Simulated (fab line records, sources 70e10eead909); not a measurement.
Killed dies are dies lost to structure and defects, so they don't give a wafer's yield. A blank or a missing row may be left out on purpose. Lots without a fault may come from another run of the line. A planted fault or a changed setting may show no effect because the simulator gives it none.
A struck lot beside a sound one | flow nand_harc | 15 steps out of a route of 1159
Sound: wafers L990.2, L990.3, L990.6. Struck: wafers L109.1, L109.2. (L109.5 of the same lot was not struck and is left out.) The cause comes at the end.
At each step with rows: each side's tool, then ch and its chambers, then its first start. Under that, the readings that differ: sound wafers | struck wafers | difference of the means | sigmas: that difference in standard deviations of wafers without a fault.
alike: readings whose means differ by less than 2 such deviations, and words and numbers that are the same on both sides. not compared: withheld readings, readings that some wafer has no value for, bounds like >300 that may hide the same value, and numbers for which the record gives no deviation and whose values overlap.
The two part at a step that has a row with sigmas, a row that says differs or no value, or rows on one side only. Numbers that don't overlap but have no deviation are shown without sigmas and don't part them. A reading that every wafer of one side lacks parts them only if that side has two wafers or more.

first, 8 steps without rows for these wafers: NHARC_A_BLC_COAT_02 (time 75 s); NHARC_A_BLC_COAT_03 (time 65 s); NHARC_A_BLC_COAT_04 (resist thk 90 nm); NHARC_A_BLC_SOFTBAKE_05 (time 55 s); NHARC_A_BLC_EBR_06; NHARC_A_BLC_EXPOSE_07 (exposes mask A BLC, target cd 100 nm); NHARC_A_BLC_PEB_08 (peb time 65 s); NHARC_A_BLC_DEVELOP_09 (develop time 35 s).
NHARC_A_BLC_CD_MEAS_10: target cd 100 nm.
  sound on cd_sem-01 ch 0, day 17 10:07; struck on cd_sem-02 ch 0, day 23 08:17
  alike: cd_nm
NHARC_A_BLC_OVL_MEAS_11:
  sound on overlay-02, day 17 10:12; struck on overlay-02, day 23 08:22
  alike: overlay_x_nm, overlay_y_nm
NHARC_A_BLC_INSPECT_12:
  sound on defect_inspect-01, day 17 10:14; struck on defect_inspect-01, day 23 08:24
  alike: raw_defect_count
NHARC_A_BLC_DESCUM_15: chemistry O2, time 3 s.
  sound on rie_diel-04 ch 1,2,3, day 17 10:18; struck on rie_diel-04 ch 2,3, day 23 08:29
  alike: drypump_motor_current_A, oes_product_au, rf_vpp_V, showerhead_plenum_p_Torr, throttle_valve_pct
  not compared: rf_hours_counter_h
NHARC_A_BLC_ETCH_16: etches the open film in CF4, target depth 39 nm, time 65 s.
  sound on rie_diel-04 ch 0,1, day 17 10:23; struck on rie_diel-04 ch 0,3, day 23 08:35
  reading               | sound             | struck      | difference | sigmas
  oes_product_au (a.u.) | 1.003 1.013 1.007 | 0.991 0.991 | -0.017     | -2
  run_length_s (s)      | 86.3 87.0 86.5    | 61.3 61.2   | -25.3      | -67
  alike: drypump_motor_current_A, rf_vpp_V, showerhead_plenum_p_Torr, throttle_valve_pct
  not compared: rf_hours_counter_h
NHARC_A_BLC_ETCH_17: etches the open film in N2/H2, target depth 390 nm, time 609.38 s.
  sound on rie_diel-04 ch 0,2; struck on rie_diel-04 ch 1,3
  reading                | sound                | struck        | difference | sigmas
  throttle_valve_pct (%) | 14.161 14.167 14.158 | 14.181 14.182 | +0.020     | +2
  alike: drypump_motor_current_A, oes_product_au, rf_vpp_V, run_length_s, showerhead_plenum_p_Torr
  not compared: rf_hours_counter_h
NHARC_END_SORT_01:
  sound on prober-02 ch 0, day 19 11:14; struck on prober-02 ch 0, day 25 04:31
  reading         | sound    | struck  | difference | sigmas
  killed_at_array | 24 25 24 | 675 670 | +648       | +75
  killed_dies     | 29 29 29 | 677 677 | +648       | +73
  killed_short    | 2 0 3    | 2 10    | +4         | +2
  alike: killed_at_other, killed_at_periphery, killed_open

WHERE THEY PART
First at NHARC_A_BLC_ETCH_16; last, within this record, at NHARC_END_SORT_01.

WHY: what the simulator had put in
Process parameter drift: rie_diel-04, from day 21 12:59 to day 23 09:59, at NHARC_A_BLC_ETCH_16. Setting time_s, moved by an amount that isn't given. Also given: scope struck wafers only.
